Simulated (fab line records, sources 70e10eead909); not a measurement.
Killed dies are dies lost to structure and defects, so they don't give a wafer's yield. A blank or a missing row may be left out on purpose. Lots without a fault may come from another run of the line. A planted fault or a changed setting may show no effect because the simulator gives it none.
A struck lot beside a sound one | flow nand_harc | 17 steps out of a route of 1302
Sound: wafers L831.1, L831.4, L831.5. Struck: wafers L823.4, L823.6. (L823.1 of the same lot was not struck and is left out.) The cause comes at the end.
At each step with rows: each side's tool, then ch and its chambers, then its first start. Under that, the readings that differ: sound wafers | struck wafers | difference of the means | sigmas: that difference in standard deviations of wafers without a fault.
alike: readings whose means differ by less than 2 such deviations, and words and numbers that are the same on both sides. not compared: withheld readings, readings that some wafer has no value for, bounds like >300 that may hide the same value, and numbers for which the record gives no deviation and whose values overlap.
The two part at a step that has a row with sigmas, a row that says differs or no value, or rows on one side only. Numbers that don't overlap but have no deviation are shown without sigmas and don't part them. A reading that every wafer of one side lacks parts them only if that side has two wafers or more.

NHARC_A_M0_OVL_MEAS_10: pitch 160 nm.
  sound on overlay-01, day 30 18:43; struck on overlay-01, day 27 03:25
  alike: overlay_x_nm, overlay_y_nm
NHARC_A_M0_INSPECT_11:
  sound on defect_inspect-01, day 30 18:46; struck on defect_inspect-01, day 27 03:27
  alike: raw_defect_count
then, 2 steps without rows for these wafers: NHARC_A_M0_DESCUM_14 (chemistry O2, time 3 s); NHARC_A_M0_ETCH_34 (etches the open film in N2/H2, target depth 40 nm, overetch 12 nm, time 43.94 s).
NHARC_A_M0_ETCH_15: etches the open film in C4F8/Ar, target depth 150 nm, overetch 15 nm, time 82.5 s.
  sound on rie_diel-09 ch 0,2; struck on rie_diel-13 ch 1,3
  alike: chamber_pressure_mTorr, oes_product_au, rf_vpp_V
  not compared: rf_hours_counter_h
NHARC_A_M0_CD_MEAS_16:
  sound on cd_sem-01, day 30 19:07; struck on cd_sem-01, day 27 03:49
  alike: cd_nm
then, 2 steps without rows for these wafers: NHARC_A_M0_STRIP_18 (strips in N2/H2); NHARC_A_M0_STRIP_19 (strips in post etch residue remover, time 600 s).
NHARC_A_M0_DEGAS_28: time 60 s.
  sound on pvd_sputter-03, day 30 19:44; struck on pvd_sputter-02, day 27 04:26
  reading            | sound       | struck  | difference | sigmas
  heater_power_w (W) | 365 377 372 | 303 320 | -60        | -3
NHARC_A_M0_PRE_CLEAN_29: time 30 s.
  sound on pvd_sputter-03; struck on pvd_sputter-02
  alike: heater_power_w
NHARC_A_M0_PVD_20: deposits TaN, target thk 5 nm, time 8.06 s.
  sound on pvd_sputter-03; struck on pvd_sputter-02
  alike: chamber_pressure_pa, throttle_valve_pct
NHARC_A_M0_PVD_21: deposits Cu, target thk 30 nm, time 20.49 s.
  sound on pvd_sputter-03; struck on pvd_sputter-02
  alike: chamber_pressure_pa, throttle_valve_pct
NHARC_A_M0_ECD_22: material Cu, target thk 400 nm.
  sound on ecd_cu-01 ch 0,1, day 30 20:06; struck on ecd_cu-01 ch 0,1, day 27 04:47
then, 1 step without rows for these wafers: NHARC_A_M0_ANNEAL_30 (time 90 s).
NHARC_A_M0_CMP_23: polishes, t overpolish 20 s, target thk 113.75 nm.
  sound on cmp-04 ch 0,1, day 30 20:50; struck on cmp-04 ch 2,3, day 27 05:31
  reading                | sound          | struck    | difference | sigmas
  time_to_endpoint_s (s) | 30.0 28.9 26.4 | 10.2 13.1 | -16.8      | -6
  alike: motor_current_A
NHARC_A_M0_THK_MEAS_24: measures by xrf.
  sound on film_metro-01, day 30 21:08; struck on film_metro-02, day 27 05:50
  alike: thk_nm
NHARC_END_SORT_01:
  the record has rows for the struck wafers here (prober-01 ch 0, day 28 21:24) and none for the sound ones

WHERE THEY PART
First at NHARC_A_M0_DEGAS_28; last, within this record, at NHARC_END_SORT_01.

WHY: what the simulator had put in
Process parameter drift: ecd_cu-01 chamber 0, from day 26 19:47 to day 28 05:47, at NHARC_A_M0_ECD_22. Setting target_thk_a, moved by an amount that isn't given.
